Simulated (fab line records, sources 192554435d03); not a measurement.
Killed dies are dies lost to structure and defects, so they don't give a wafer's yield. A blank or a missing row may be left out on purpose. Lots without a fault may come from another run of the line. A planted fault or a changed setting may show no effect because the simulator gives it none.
Which tool did it? | flow n5_finfet | 10 lots, 29 wafers sampled, at 5 steps of a route of 1938

WHAT THE GAUGES READ, wafer by wafer
N5_BEOL_M4_RC_MEAS_101. Usual: DIBL_N 35.8 mV/V, standard deviation 1.5; DIBL_P 35.9 mV/V, standard deviation 1.8; IOFF_N 0.152 nA/um, standard deviation 0.025; IOFF_P 0.21 nA/um, standard deviation 0.031; ION_N 672 uA/um, standard deviation 11; ION_P 462 uA/um, standard deviation 7.4; SS_N 71.5 mV/dec, standard deviation 0.52; SS_P 73.2 mV/dec, standard deviation 0.54; VT_N 250 mV, standard deviation 3; VT_P -250 mV, standard deviation 3.3.
lot  | measured     | on        | DIBL_N (mV/V)  | DIBL_P (mV/V)  | IOFF_N (nA/um)    | IOFF_P (nA/um) | ION_N (uA/um) | ION_P (uA/um) | SS_N (mV/dec)  | SS_P (mV/dec)  | VT_N (mV)   | VT_P (mV)      | flag
L247 | day 8 04:01  | prober-02 | 37.7 35.8 35.6 | 37.6 35.2 36.1 | 0.168 0.146 0.145 | 0.25 0.20 0.22 | 681 669 672   | 470 463 472   | 71.9 71.5 71.4 | 73.4 73.2 72.5 | 250 250 251 | -247 -248 -248 |
L249 | day 8 10:56  | prober-02 | 37.5 38.5 35.5 | 36.4 38.3 34.8 | 0.161 0.195 0.131 | 0.23 0.27 0.20 | 675 690 665   | 467 474 465   | 71.4 72.0 71.7 | 73.3 73.9 73.3 | 249 244 251 | -247 -245 -248 |
L252 | day 9 10:22  | prober-02 | 36.1 36.7 36.1 | 34.1 34.2 35.3 | 0.143 0.153 0.155 | 0.20 0.20 0.22 | 678 659 664   | 465 449 461   | 71.3 71.6 70.4 | 73.3 73.1 73.9 | 251 249 248 | -249 -247 -247 |
L253 | day 10 03:01 | prober-02 | 36.8 37.5      | 38.6 38.5      | 0.155 0.170       | 0.19 0.20      | 678 676       | 459 463       | 71.0 70.9      | 73.4 73.9      | 252 251     | -252 -254      |
L259 | day 10 20:46 | prober-01 | 37.1 34.2 35.5 | 37.8 34.8 36.5 | 0.177 0.128 0.145 | 0.23 0.18 0.20 | 667 677 672   | 458 467 459   | 71.3 71.8 71.3 | 74.7 73.7 74.1 | 248 252 251 | -248 -250 -253 |
L260 | day 11 04:14 | prober-02 | 34.0 33.8 34.7 | 33.2 33.3 34.0 | 0.113 0.118 0.121 | 0.18 0.18 0.19 | 656 652 663   | 461 456 455   | 71.1 70.5 71.7 | 73.0 72.8 73.1 | 252 253 254 | -252 -251 -251 |
L261 | day 11 06:28 | prober-01 | 35.0 35.6 35.9 | 34.8 35.4 36.6 | 0.136 0.137 0.157 | 0.19 0.20 0.22 | 675 664 676   | 464 465 467   | 71.7 71.7 71.9 | 72.9 73.0 73.7 | 250 254 249 | -252 -250 -248 |
L262 | day 11 21:38 | prober-02 | 35.2 38.9 35.4 | 36.2 40.1 35.7 | 0.142 0.205 0.134 | 0.20 0.27 0.20 | 675 687 658   | 461 475 456   | 71.5 72.3 71.5 | 73.4 74.0 72.7 | 250 245 250 | -252 -247 -251 |
L266 | day 12 21:50 | prober-02 | 36.3 36.0 35.3 | 38.6 39.4 37.1 | 0.179 0.177 0.159 | 0.24 0.26 0.22 | 677 689 683   | 463 477 462   | 71.6 71.5 71.4 | 73.8 73.7 73.4 | 247 248 251 | -249 -248 -249 |
L267 | day 13 01:29 | prober-01 | 34.0 33.5 34.8 | 34.4 34.2 36.0 | 0.141 0.127 0.159 | 0.21 0.20 0.24 | 664 648 689   | 463 457 473   | 72.0 70.8 71.4 | 73.1 72.4 73.4 | 252 253 249 | -247 -247 -246 |

WHICH TOOL RAN EACH LOT (tool, then ch and the chambers of the sampled wafers, then the start)
lot  | N5_HKMG_FIN_STRIP_34              | N5_HKMG_FIN_ALD_91                 | N5_HKMG_FIN_ALD_71                 | N5_HKMG_FIN_ETCHBACK_68
L247 | rie_diel-03 ch 2,3, day 4 04:08   | ald_metal-02 ch 1,2,3, day 4 04:50 | ald_metal-01 ch 0,1,3, day 4 05:55 | rie_metal-03 ch 0,1, day 4 06:28
L249 | rie_diel-03 ch 0,2,3, day 4 14:04 | ald_metal-01 ch 1,2,3, day 4 14:46 | ald_metal-03 ch 0,1,3, day 4 15:50 | rie_metal-03 ch 0, day 4 16:24
L252 | rie_diel-04 ch 0,3, day 5 11:38   | ald_metal-01 ch 0,1, day 5 12:23   | ald_metal-03 ch 0,1,3, day 5 13:28 | rie_metal-02 ch 1, day 5 14:02
L253 | rie_diel-02 ch 1,2, day 5 20:16   | ald_metal-03 ch 1,2, day 5 21:05   | ald_metal-02 ch 0,1, day 5 22:10   | rie_metal-03 ch 0,1, day 5 22:40
L259 | rie_diel-02 ch 0,2,3, day 7 04:50 | ald_metal-01 ch 0,1,3, day 7 05:32 | ald_metal-02 ch 0,1,2, day 7 06:40 | rie_metal-01 ch 0,1, day 7 07:17
L260 | rie_diel-04 ch 0,1, day 7 10:13   | ald_metal-01 ch 2,3, day 7 10:55   | ald_metal-03 ch 0,2,3, day 7 11:59 | rie_metal-03 ch 0,1, day 7 12:43
L261 | rie_diel-02 ch 0,1, day 7 16:18   | ald_metal-01 ch 0,1, day 7 17:00   | ald_metal-03 ch 0,3, day 7 18:05   | rie_metal-01 ch 0,1, day 7 18:40
L262 | rie_diel-04 ch 0,1,2, day 7 22:33 | ald_metal-03 ch 1,2,3, day 7 23:16 | ald_metal-01 ch 0,1,3, day 8 00:20 | rie_metal-02 ch 0,1, day 8 00:53
L266 | rie_diel-03 ch 1,3, day 8 21:04   | ald_metal-02 ch 1,2, day 8 21:46   | ald_metal-01 ch 0,1, day 8 22:50   | rie_metal-02 ch 0,1, day 8 23:24
L267 | rie_diel-04 ch 1,3, day 9 10:20   | ald_metal-03 ch 1,2,3, day 9 11:02 | ald_metal-01 ch 0,2,3, day 9 12:07 | rie_metal-02 ch 0,1, day 9 12:42
- N5_HKMG_FIN_STRIP_34: strips in CF4.
- N5_HKMG_FIN_ALD_91: deposits TiN, target thk 1 nm, pulse time 1 s, purge time 3 s.
- N5_HKMG_FIN_ALD_71: deposits TiN, target thk 1 nm, pulse time 1 s, purge time 3 s.
- N5_HKMG_FIN_ETCHBACK_68: etches the open film in Cl2/Ar, stops on HfO2, target depth 0.5 nm.

WHAT THE TOOLS THEMSELVES READ (means of the sampled wafers that have a number; where no wafer has one, the mark that the record gives instead)
N5_HKMG_FIN_STRIP_34. Usual: drypump_motor_current_A 5.5 A, standard deviation 0.49; oes_product_au 0.77 a.u., standard deviation 0.085; rf_vpp_V 271.0 V, standard deviation 1.5; showerhead_plenum_p_Torr 1.78 Torr, standard deviation 0.054; throttle_valve_pct 13.61 %, standard deviation 0.27.
lot  | tool        | drypump_motor_current_A (A) | oes_product_au (a.u.) | rf_vpp_V (V) | showerhead_plenum_p_Torr (Torr) | throttle_valve_pct (%) | flag
L247 | rie_diel-03 | 5.4                         | 0.76                  | 273.8        | 1.85                            | 13.63                  |
L249 | rie_diel-03 | 5.7                         | 0.82                  | 271.8        | 1.81                            | 13.62                  |
L252 | rie_diel-04 | 5.8                         | 0.70                  | 271.2        | 1.76                            | 13.73                  |
L253 | rie_diel-02 | 5.8                         | 0.78                  | 271.2        | 1.76                            | 13.39                  |
L259 | rie_diel-02 | 5.2                         | 0.82                  | 270.8        | 1.78                            | 13.53                  |
L260 | rie_diel-04 | 5.6                         | 0.72                  | 272.1        | 1.82                            | 13.89                  |
L261 | rie_diel-02 | 5.5                         | 0.70                  | 269.9        | 1.73                            | 13.89                  |
L262 | rie_diel-04 | 5.3                         | 0.79                  | 271.7        | 1.79                            | 13.68                  |
L266 | rie_diel-03 | 5.3                         | 0.79                  | 272.2        | 1.79                            | 13.46                  |
L267 | rie_diel-04 | 6.1                         | 0.85                  | 270.8        | 1.78                            | 13.39                  |

N5_HKMG_FIN_ALD_91. Usual: heater_power_w 893 W, standard deviation 84; precursor_pulse_height_rel 1.000, standard deviation 0.021.
lot  | tool         | heater_power_w (W) | precursor_pulse_height_rel | flag
L247 | ald_metal-02 | 888                | 0.998                      |
L249 | ald_metal-01 | 814                | 1.001                      |
L252 | ald_metal-01 | 840                | 1.016                      |
L253 | ald_metal-03 | 1020               | 1.022                      |
L259 | ald_metal-01 | 803                | 1.001                      |
L260 | ald_metal-01 | 840                | 0.997                      |
L261 | ald_metal-01 | 827                | 1.004                      |
L262 | ald_metal-03 | 963                | 0.992                      |
L266 | ald_metal-02 | 879                | 1.009                      |
L267 | ald_metal-03 | 960                | 0.992                      |

N5_HKMG_FIN_ALD_71. Usual: heater_power_w 884 W, standard deviation 83; precursor_pulse_height_rel 1.002, standard deviation 0.021.
lot  | tool         | heater_power_w (W) | precursor_pulse_height_rel | flag
L247 | ald_metal-01 | 817                | 1.023                      |
L249 | ald_metal-03 | 888                | 0.997                      |
L252 | ald_metal-03 | 897                | 0.994                      |
L253 | ald_metal-02 | 895                | 1.012                      |
L259 | ald_metal-02 | 919                | 0.994                      |
L260 | ald_metal-03 | 932                | 0.999                      |
L261 | ald_metal-03 | 855                | 1.010                      |
L262 | ald_metal-01 | 812                | 0.991                      |
L266 | ald_metal-01 | 836                | 1.001                      |
L267 | ald_metal-01 | 816                | 0.988                      |

N5_HKMG_FIN_ETCHBACK_68. Usual: drypump_motor_current_A 5.8 A, standard deviation 0.44; oes_product_au 0.72 a.u., standard deviation 0.097; throttle_valve_pct 21.11 %, standard deviation 0.23.
lot  | tool         | drypump_motor_current_A (A) | oes_product_au (a.u.) | throttle_valve_pct (%) | flag
L247 | rie_metal-03 | 5.8                         | 0.85                  | 20.96                  |
L249 | rie_metal-03 | 6.2                         | 0.88                  | 21.08                  |
L252 | rie_metal-02 | 5.6                         | 0.64                  | 21.33                  |
L253 | rie_metal-03 | 5.7                         | 0.83                  | 20.89                  |
L259 | rie_metal-01 | 5.9                         | 0.64                  | 21.22                  |
L260 | rie_metal-03 | 5.5                         | 0.81                  | 20.84                  |
L261 | rie_metal-01 | 6.1                         | 0.65                  | 21.32                  |
L262 | rie_metal-02 | 5.7                         | 0.63                  | 21.26                  |
L266 | rie_metal-02 | 5.7                         | 0.63                  | 21.26                  |
L267 | rie_metal-02 | 5.7                         | 0.63                  | 21.26                  |

THE ANSWER, worked out from the rows above alone
Rule: a lot is off if the mean of its wafers that have a number lies more than 3 standard deviations from the usual mean. A lot without any number at a reading at which 4 lots or more have one is off too. The other lots that the step has rows for count as sound. The gauges are gone through in route order, then the tools' own readings, and for those a lot's mean is taken as printed above. The first step at which some lot is off is used, and at that step the reading that is off furthest; a lot without a number counts as furthest.
No lot is off at any reading shown: from this, nothing can be told.

WHAT THE SIMULATOR HAD PUT IN
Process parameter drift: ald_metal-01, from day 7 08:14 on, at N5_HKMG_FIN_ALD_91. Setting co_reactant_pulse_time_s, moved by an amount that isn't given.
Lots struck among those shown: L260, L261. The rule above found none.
